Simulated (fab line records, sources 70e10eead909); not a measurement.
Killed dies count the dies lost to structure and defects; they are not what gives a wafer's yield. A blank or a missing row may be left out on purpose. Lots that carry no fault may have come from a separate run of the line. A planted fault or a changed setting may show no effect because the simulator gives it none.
Chamber matching || flow nand harc || 3 sister chambers for NHARC_A_SLIT_DEP_25 on pecvd-03
The step deposits SiO2, target thk 200 nm. 6 wafers are shown with their chamber, then 7 later ones without.

== WAFERS, EACH WITH ITS CHAMBER ==
{"wafer": "L081.1", "chamber": 0, "throttle valve pct (%)": 15.9, "heater power w (W)": 383}
{"wafer": "L081.2", "chamber": 1, "throttle valve pct (%)": 15.7, "heater power w (W)": 568}
{"wafer": "L089.4", "chamber": 1, "throttle valve pct (%)": 15.9, "heater power w (W)": 529}
{"wafer": "L089.6", "chamber": 2, "throttle valve pct (%)": 15.3, "heater power w (W)": 508}
{"wafer": "L087.2", "chamber": 2, "throttle valve pct (%)": 15.5, "heater power w (W)": 496}
{"wafer": "L087.4", "chamber": 0, "throttle valve pct (%)": 16.0, "heater power w (W)": 432}

== WAFERS WHOSE CHAMBER IS MISSING ==
{"wafer": "L087.5", "throttle valve pct (%)": 15.4, "heater power w (W)": 508}
{"wafer": "L092.4", "throttle valve pct (%)": 15.5, "heater power w (W)": 465}
{"wafer": "L092.5", "throttle valve pct (%)": 15.6, "heater power w (W)": 581}
{"wafer": "L092.6", "throttle valve pct (%)": 16.1, "heater power w (W)": 485}
{"wafer": "L096.2", "throttle valve pct (%)": 16.1, "heater power w (W)": 549}
{"wafer": "L096.3", "throttle valve pct (%)": 16.2, "heater power w (W)": 346}
{"wafer": "L096.6", "throttle valve pct (%)": 16.1, "heater power w (W)": 376}

== WHICH CHAMBER EACH ONE RAN IN ==
{"wafer": "L087.5", "from the rows above": 2, "in truth": 2}
{"wafer": "L092.4", "from the rows above": 2, "in truth": 2}
{"wafer": "L092.5", "from the rows above": "can't be placed: 1 or 2", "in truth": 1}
{"wafer": "L092.6", "from the rows above": "can't be placed: 0 or 1", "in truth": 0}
{"wafer": "L096.2", "from the rows above": 1, "in truth": 1}
{"wafer": "L096.3", "from the rows above": 0, "in truth": 0}
{"wafer": "L096.6", "from the rows above": 0, "in truth": 0}
5 of 7 placed correctly. Unplaceable from these rows: 2, with the true chamber sitting among the candidates in 2. Number placed wrongly: 0.
How it was worked out, from the rows above alone: a wafer's distance from a chamber is the root of the sum, over the readings, of the square of ((its reading less the chamber's mean) divided by the reading's scatter). If the next closest chamber is less than 2 further off than the closest, the wafer can't be placed; otherwise it belongs to the closest. Each chamber's mean is taken over the wafers shown for it. How the scatter is found: for the shown wafers, subtract from each reading the mean of its chamber, square and add these, divide the total by (wafers less chambers), then take the root.
